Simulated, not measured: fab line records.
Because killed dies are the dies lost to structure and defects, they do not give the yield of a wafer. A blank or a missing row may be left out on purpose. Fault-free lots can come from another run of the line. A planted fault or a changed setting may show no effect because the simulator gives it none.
Comparing a struck lot with a sound one    flow nand-harc    15 out of 1302 route steps
Sound: the wafers L261.2, L261.3, L261.6. Struck: wafer L275.1. (L275.4, L275.6 of the same lot were not struck and are left out.) The cause comes at the end.
Per side, at each step with rows, come the tool, then ch with its chambers, and then its first start. Under that, the readings that differ: sound wafers    struck wafers    difference of the means    sigmas: that difference in standard deviations of wafers without a fault.
alike: a reading whose means differ by less than 2 such deviations, as well as words and numbers matching on both sides. not compared: withheld readings; readings where some wafer has no value; bounds like >300 that might hide an equal value; numbers whose values overlap and for which the record gives no deviation.
Wherever a step has rows on one side only, a row that says differs or no value, or a row with sigmas, the two part there. Numbers that have no deviation but don't overlap get no sigmas and don't part them. A reading missing from all wafers of one side parts the sides only when that side holds two or more wafers.

first, 7 steps without rows for these wafers: NHARC_A_BONDPAD_COAT_33 (time 65 s); NHARC_A_BONDPAD_COAT_03 (resist thk 600 nm); NHARC_A_BONDPAD_SOFTBAKE_04 (time 70 s); NHARC_A_BONDPAD_EBR_05; NHARC_A_BONDPAD_EXPOSE_06 (exposes mask A BPAD); NHARC_A_BONDPAD_PEB_07 (peb time 80 s); NHARC_A_BONDPAD_DEVELOP_08 (time 50 s).
NHARC_A_BONDPAD_CD_MEAS_09: target cd 500 nm.
  sound on cd-sem-03 ch 0, day 23 09:45; struck on cd-sem-03 ch 0, day 29 06:49
reading     sound              struck  difference  sigmas
cd-nm (nm)  499.3 501.4 499.0  505.3   +5.4        +2
NHARC_A_BONDPAD_OVL_MEAS_35:
  struck on overlay-02, day 29 06:54; sound on overlay-02, day 23 09:50
reading            sound     struck  difference  sigmas
overlay-x-nm (nm)  -3 -3 -4  8       +11         +3
overlay-y-nm (nm)  1 1 1     19      +18         +3
then, 1 step without rows for these wafers: NHARC_A_BONDPAD_HARDBAKE_10 (time 65 s).
NHARC_A_BONDPAD_DESCUM_11: chemistry O2, time 3 s.
  sound on rie-diel-06 ch 0,2,3, day 23 09:59; struck on rie-diel-11 ch 1, day 29 07:02
  alike: drypump-motor-current-A, mfc-ar-sccm, oes-product-au, rf-vpp-V, showerhead-plenum-p-Torr, throttle-valve-pct
  not compared: rf-hours-counter-h
NHARC_A_BONDPAD_ETCH_34: etches the open film in N2/H2, target depth 60 nm, overetch 18 nm, time 65.91 s.
  sound on rie-diel-06 ch 2,3, day 23 10:03; struck on rie-diel-11 ch 2, day 29 07:07
reading             sound              struck  difference  sigmas
rf-fwd-power-W (W)  396.4 396.0 396.0  399.5   +3.4        +3
  alike: drypump-motor-current-A, h2-flow-sccm, mfc-ar-sccm, oes-product-au, rf-vpp-V, showerhead-plenum-p-Torr, throttle-valve-pct
  not compared: rf-hours-counter-h
NHARC_A_BONDPAD_ETCH_12: etches the open film in CHF3/O2, target depth 220 nm, time 110 s.
  sound on rie-diel-06 ch 2,3, day 23 10:09; struck on rie-diel-11 ch 0, day 29 07:12
reading                sound              struck  difference  sigmas
oes-product-au (a.u.)  0.909 0.899 0.902  1.225   +0.322      +14
rf-fwd-power-W (W)     497.0 496.8 496.3  695.1   +198.4      +99 or more
  alike: drypump-motor-current-A, mfc-ar-sccm, rf-vpp-V, showerhead-plenum-p-Torr, throttle-valve-pct
  not compared: rf-hours-counter-h
NHARC_A_BONDPAD_CD_MEAS_13:
  struck on cd-sem-02, day 29 07:20; sound on cd-sem-02, day 23 10:17
reading     sound              struck  difference  sigmas
cd-nm (nm)  500.2 500.5 499.1  509.4   +9.5        +3
NHARC_END_SORT_01:
  sound on prober-02 ch 0, day 24 17:09; struck on prober-01 ch 0, day 30 17:16
  alike: defect-limited-yield, killed-at-array, killed-at-other, killed-at-periphery, killed-dies, killed-open, killed-short, sort_bin_2_pct, sort_bin_3_pct, sort_bin_4_pct, sort-n-pass, sort-rim-yield-pct, sort-yield-pct

WHERE THEY PART
Earliest at NHARC_A_BONDPAD_CD_MEAS_09; latest, in this record, at NHARC_A_BONDPAD_CD_MEAS_13. Later steps at which nothing parts them and some readings are alike: NHARC_END_SORT_01.

WHY: whatever the simulator had introduced
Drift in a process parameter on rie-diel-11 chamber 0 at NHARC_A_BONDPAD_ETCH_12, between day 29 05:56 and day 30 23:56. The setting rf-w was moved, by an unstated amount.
